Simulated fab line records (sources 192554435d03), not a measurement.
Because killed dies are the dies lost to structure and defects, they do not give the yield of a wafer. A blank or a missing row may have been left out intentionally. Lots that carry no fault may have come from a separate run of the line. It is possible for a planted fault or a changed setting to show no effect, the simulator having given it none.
Struck lot and sound lot, side by side ; flow n5Finfet ; 28 steps out of a route of 1938
Sound: the wafers L569.1, L569.4, L569.6. Wafers L581.1, L581.3, L581.6 were the ones struck. The cause is named last.
Per side, at each step with rows, come the tool, then ch with its chambers, and then its first start. Under that, the readings that differ: sound wafers ; struck wafers ; difference of the means ; sigmas: that difference in standard deviations of wafers without a fault.
alike: same words and numbers on both sides, and readings whose means sit less than 2 such deviations apart. not compared: any withheld reading, any reading some wafer has no value for, any bound like >300 that may hide the same value, and any number with overlapping values for which the record gives no deviation.
A row with sigmas, a row that says differs or no value, or rows on one side alone: a step with any of these is where the two part. Non-overlapping numbers with no deviation appear without sigmas and do not part them. A reading that every wafer of one side lacks parts them only if that side has two wafers or more.

first, 10 steps without rows for these wafers: N5_BEOL_M8_CURE_75 (cures SiCOH lowk, time 120 s); N5_BEOL_M8_DEGAS_44 (time 60 s); N5_BEOL_M8_PRE_CLEAN_45 (time 30 s); N5_BEOL_M8_ALD_77 (deposits TaN, target thk 2 nm, pulse time 2 s, purge time 3 s); N5_BEOL_M8_SURFACE_TREAT_79; N5_BEOL_M8_CVD_78 (deposits Co from CCTBA/H2, target thk 2 nm, time 142.3 s); N5_BEOL_M8_SPUTTER_48 (material Cu, target thk 10 nm, time 1.667 s); N5_BEOL_M8_ECD_50 (material Cu, target thk 300 nm); N5_BEOL_M8_ANNEAL_51 (time 90 s); N5_BEOL_M8_CMP_52 (polishes, stops on SiCOH lowk, t overpolish 6.9 s, target thk 80 nm).
N5_BEOL_M8_PRE_CLEAN_55: time 15 s.
  sound on pecvd-01 ch 1,2, day 12 18:32; struck on pecvd-01 ch 0,2, day 15 04:24
then, 1 step without rows for these wafers: N5_BEOL_M8_DEP_56 (deposits SiCN from 3MS/NH3, target thk 10 nm, time 17.5 s).
N5_BEOL_M8_INSPECT_58: inspects for defects (darkfield).
  sound: defectInspect-01 at day 12 18:39; struck: defectInspect-01 at day 15 04:33
reading;sound;struck;difference;sigmas
rawDefectCount;110 138 106;1295 1271 1252;+1155;+48
then, 12 steps without rows for these wafers: N5_BEOL_M9_ILD_DEP_00 (deposits SiCOH lowk from DEMS/porogen, target thk 308.51 nm, time 58 s); N5_BEOL_M9_CURE_71 (cures SiCOH lowk, time 240 s); N5_BEOL_M9_PECVD_70 (deposits SiO2 from TEOS/O2, target thk 20 nm, time 22.7 s); N5_BEOL_M9_HM_DEP_02 (deposits TiN, target thk 20 nm); N5_BEOL_M9_COAT_59 (time 60 s, resist thk 100 nm); N5_BEOL_M9_COAT_60 (time 60 s, resist thk 30 nm); N5_BEOL_M9_COAT_05 (resist thk 90 nm); N5_BEOL_M9_EBR_07; N5_BEOL_M9_SOFTBAKE_06 (time 60 s); N5_BEOL_M9_EXPOSE_08 (exposes mask M9); N5_BEOL_M9_PEB_09 (peb time 60 s); N5_BEOL_M9_DEVELOP_10 (develop time 30 s).
N5_BEOL_M9_INSPECT_13: inspects for defects (brightfield).
  sound: defectInspect-02 at day 12 20:40; struck: defectInspect-02 at day 15 09:04
reading;sound;struck;difference;sigmas
rawDefectCount;527 580 511;1696 1603 1648;+1110;+14
then, 1 step without rows for these wafers: N5_BEOL_M9_DESCUM_16 (chemistry O2, time 7.9 s).
-- here the record skips 3 days between the struck wafers' starts before and after, leaving off in module BEOL_M9 and picking up in module PASSIVATION (first step shown: number 1936 of the route) --
N5_PASSIVATION_PROBE_49:
  sound: prober-01 at day 15 16:23; struck: prober-02 at day 18 07:22
reading;sound;struck;difference;sigmas
defectLimitedYield (%);89.9 91.2 92.3;84.2 84.4 83.0;-7.3;-5
killed_at_M4_up;13 11 16;125 103 120;+103;+19
killedDies;119 104 91;186 184 201;+86;+5
killedOnRim;13 16 10;30 30 30;+17;+4
sort_bin_5_function (%);5.3 5.1 5.1;9.0 9.0 9.5;+4.0;+4
sortNPass;1061 1076 1089;994 996 979;-86;-5
sortYieldPct (%);89.9 91.2 92.3;84.2 84.4 83.0;-7.3;-5
  alike: killed_at_M0_to_M3, killedAtContacts, killedAtFrontEnd, killedAtOther, killedOpen, killedShort, sort_bin_6_memory, sort_bin_8_speed

WHERE THEY PART
Last at N5_PASSIVATION_PROBE_49 as far as this record goes, first at N5_BEOL_M8_INSPECT_58.

WHY: what the simulator had put in
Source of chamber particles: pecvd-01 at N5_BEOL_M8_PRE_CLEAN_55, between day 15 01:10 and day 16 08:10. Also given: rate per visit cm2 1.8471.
